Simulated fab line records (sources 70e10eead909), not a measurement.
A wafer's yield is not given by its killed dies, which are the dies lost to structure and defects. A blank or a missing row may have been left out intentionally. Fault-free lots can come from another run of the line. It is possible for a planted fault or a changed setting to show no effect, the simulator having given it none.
Matching of chambers || flow nand-harc || pecvd-01 running NHARC_P_GATE_DEP_103: 3 sister chambers
The step deposits SiON, target thk 30 nm. 5 wafers are shown with their chamber, then 7 later ones without.

EACH WAFER AND ITS CHAMBER
{"wafer": "L580.5", "chamber": 2, "heater-power-w (W)": 680, "rf-fwd-power-W (W)": 347.9}
{"wafer": "L584.5", "chamber": 1, "heater-power-w (W)": 935, "rf-fwd-power-W (W)": 348.9}
{"wafer": "L584.6", "chamber": 0, "heater-power-w (W)": 688, "rf-fwd-power-W (W)": 349.7}
{"wafer": "L589.3", "chamber": 0, "heater-power-w (W)": 723, "rf-fwd-power-W (W)": 349.6}
{"wafer": "L589.4", "chamber": 1, "heater-power-w (W)": 952, "rf-fwd-power-W (W)": 347.2}

WAFERS MISSING THEIR CHAMBER
{"wafer": "L589.6", "heater-power-w (W)": 722, "rf-fwd-power-W (W)": 350.7}
{"wafer": "L590.1", "heater-power-w (W)": 666, "rf-fwd-power-W (W)": 347.0}
{"wafer": "L590.2", "heater-power-w (W)": 936, "rf-fwd-power-W (W)": 351.0}
{"wafer": "L590.6", "heater-power-w (W)": 946, "rf-fwd-power-W (W)": 349.7}
{"wafer": "L593.2", "heater-power-w (W)": 625, "rf-fwd-power-W (W)": 348.5}
{"wafer": "L593.3", "heater-power-w (W)": 679, "rf-fwd-power-W (W)": 347.1}
{"wafer": "L593.4", "heater-power-w (W)": 646, "rf-fwd-power-W (W)": 347.7}

WHICH CHAMBER EACH WENT THROUGH
{"wafer": "L589.6", "from the rows above": 0, "in truth": 0}
{"wafer": "L590.1", "from the rows above": 2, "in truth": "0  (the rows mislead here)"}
{"wafer": "L590.2", "from the rows above": 1, "in truth": 1}
{"wafer": "L590.6", "from the rows above": 1, "in truth": 1}
{"wafer": "L593.2", "from the rows above": "can't be placed: 2 or 0", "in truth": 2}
{"wafer": "L593.3", "from the rows above": 2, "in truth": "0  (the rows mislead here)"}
{"wafer": "L593.4", "from the rows above": 2, "in truth": 2}
Correctly placed: 4 of 7. Cannot be placed on the basis of these rows: 1; the candidates contain the true chamber in 1. Number placed wrongly: 2.
How it was worked out, from the rows above alone: a wafer's distance from a chamber is the root of the sum, over the readings, of the square of ((its reading less the chamber's mean) divided by the reading's scatter). If the next closest chamber is less than 2 further off than the closest, the wafer can't be placed; otherwise it belongs to the closest. Each chamber's mean is taken over the wafers shown for it. The scatter: take each reading less its chamber's mean, square it, sum over the shown wafers, divide by the number of wafers less the number of chambers, and take the root.
